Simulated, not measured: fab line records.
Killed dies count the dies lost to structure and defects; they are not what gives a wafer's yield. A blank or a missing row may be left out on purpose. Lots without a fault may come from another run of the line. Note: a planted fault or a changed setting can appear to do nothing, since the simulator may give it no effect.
Matching of chambers -- flow n5_finfet -- rie_diel-02 running N5_DUMMY_GATE_STRIP_41: 4 sister chambers
The step strips in O2. 22 wafers are shown with their chamber, then 11 later ones without.

WAFERS PAIRED WITH THEIR CHAMBERS
wafer,chamber,showerhead_plenum_p_Torr (Torr),drypump_motor_current_A (A),throttle_valve_pct (%)
L076.2,2,2.10,5.9,16.65
L076.5,0,2.17,5.6,16.69
L076.6,3,2.15,5.3,16.54
L077.1,1,2.02,5.6,16.91
L077.4,3,2.15,5.3,16.54
L077.6,0,2.17,5.6,16.71
L080.3,3,2.15,5.3,16.54
L080.4,1,2.02,5.6,16.92
L080.5,0,2.17,5.6,16.71
L082.1,1,2.02,5.6,16.92
L082.5,3,2.15,5.3,16.55
L082.6,0,2.16,5.6,16.72
L083.2,2,2.10,5.9,16.68
L083.3,0,2.16,5.6,16.72
L083.4,1,2.02,5.6,16.93
L085.1,3,2.14,5.4,16.56
L085.3,1,2.02,5.6,16.92
L085.4,0,2.16,5.6,16.73
L086.1,0,2.16,5.6,16.73
L086.3,1,2.02,5.6,16.94
L086.5,2,2.10,5.9,16.72
L090.1,1,2.02,5.6,16.96

SIGNATURES, as means of the wafers listed above
reading,chamber 0,chamber 1,chamber 2,chamber 3,scatter within a chamber
showerhead_plenum_p_Torr,2.1643,2.0200,2.1000,2.1480,0.00374
drypump_motor_current_A,5.600,5.600,5.900,5.320,0.0211
throttle_valve_pct,16.7157,16.9286,16.6833,16.5460,0.0177
Rule: a wafer's distance from a chamber is the root of the sum, over the readings, of the square of ((its reading less the chamber's mean) divided by the reading's scatter). If the next closest chamber is less than 2 further off than the closest, the wafer can't be placed; otherwise it belongs to the closest. The scatter is the square root of a quotient: the sum, over the shown wafers, of each reading's squared deviation from its chamber's mean, divided by wafers minus chambers.

WAFERS WITH NO CHAMBER GIVEN
wafer,showerhead_plenum_p_Torr (Torr),drypump_motor_current_A (A),throttle_valve_pct (%)
L090.2,2.16,5.6,16.75
L090.3,2.14,5.3,16.60
L091.1,2.14,5.3,16.59
L091.3,2.16,5.6,16.75
L091.6,2.09,5.9,16.70
L092.1,2.09,5.9,16.70
L092.4,2.14,5.3,16.58
L092.6,2.01,5.6,16.95
L093.3,2.01,5.6,16.95
L093.4,2.01,5.6,16.95
L093.5,2.14,5.3,16.60

WHICH CHAMBER EACH ONE RAN IN
wafer,from the rows above,in truth
L090.2,0,0
L090.3,3,3
L091.1,3,3
L091.3,0,0
L091.6,2,2
L092.1,2,2
L092.4,3,3
L092.6,1,1
L093.3,1,1
L093.4,1,1
L093.5,3,3
Correct placement for 11 of the 11. Number that these rows cannot place: 0. Placed wrongly: 0.
